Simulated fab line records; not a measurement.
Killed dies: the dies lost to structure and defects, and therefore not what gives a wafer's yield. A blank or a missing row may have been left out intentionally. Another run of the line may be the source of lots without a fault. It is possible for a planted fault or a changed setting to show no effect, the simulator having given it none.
Problem report, 8D (eight disciplines) form, completed by code	flow n5 finfet	the parts of the form that need people (team, actions taken, sign-off) are left out

1. PROBLEM STATEMENT
Wafers without a fault read 500.5 W, standard deviation 1.8; heater power total W at N5_FIN_CUT_COAT_18 reads a mean of 822.0 W on 6 wafers belonging to 2 lots. That is +99 or more standard deviations from the usual mean.
The step: time 60 s, resist thk 230 nm.
Earliest sighting: wafer L444.1 on litho track-04 at day 3 02:44. The record has a number at this step for 30 wafers belonging to 10 lots. The rule behind "out" and "out of limits": a value lying over 4 standard deviations away from the usual mean. Any other wafer with a number is counted as sound.

2. WHAT IT IS, AND WHAT IT ISN'T
question	is	is not
which readings at this step	heater power total W, plate temp C	-
which lots	L444, L447	L441, L443, L457, L458, L459, L460, L461, L462
which wafers of those lots	all that have a number	-
read on which tools	litho track-04	litho track-03
when	from day 3 02:44	up to then (6 sound wafers); but 18 sound wafers of L457, L458, L459, L460, L461, L462 came after

3. THE SUSPECTS, EACH WITH WHAT RULES IT OUT
Counting: any tool at a process step up to the reading is kept as a suspect provided that every lot that is out went through it and no sound lot did after the first of them.
- cd sem-01 at N5_FIN_SAQP_HM_CD_35 (target cd 8 nm): ruled out as a lasting fault. The sound lots L458, L459, L460 went through it after L444, its earliest lot that is out (day 3 02:23).
- litho track-04 at N5_FIN_CUT_COAT_18 (time 60 s, resist thk 230 nm): ruled out as a lasting fault. The sound lots L460, L461, L462 went through it after L444, its earliest lot that is out (day 3 02:44).
Left after counting: nothing in the record.

4. THE CAUSE (what the simulator had put in)
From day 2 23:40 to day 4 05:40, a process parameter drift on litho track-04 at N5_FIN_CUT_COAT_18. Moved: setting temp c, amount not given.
Counting ruled it out, wrongly.

5. SEQUENCE OF EFFECTS, ordered by route
Rows list readings where the struck wafers' mean (over those with a number) sits beyond 3 standard deviations from the usual. Only readings for which the record gives a usual standard deviation are gone through. hours: the time from each lot's start at the first step in this table that gives one to its start at this step, as a median over the lots. sigmas: the change in usual standard deviations.
hours	step	reading	usual	on struck wafers	change	sigmas
0	N5_FIN_CUT_COAT_18	heater power total W	500.5 W	822.0	+321.5	+99 or more
0	N5_FIN_CUT_COAT_18	plate temp C	249.99 C	263.56	+13.57	+71
Its process steps:
- N5_FIN_CUT_COAT_18: time 60 s, resist thk 230 nm.
At these later measuring or inspecting steps, every struck wafer for which the step has a row has a number for every such reading, and none has moved that far: N5_BEOL_M4_RC_MEAS_101.

6. HOW IT WOULD HAVE BEEN CAUGHT EARLIER
In this record no reading fell out of limits until day 3 02:44, 3 hours after the fault had begun at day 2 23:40.
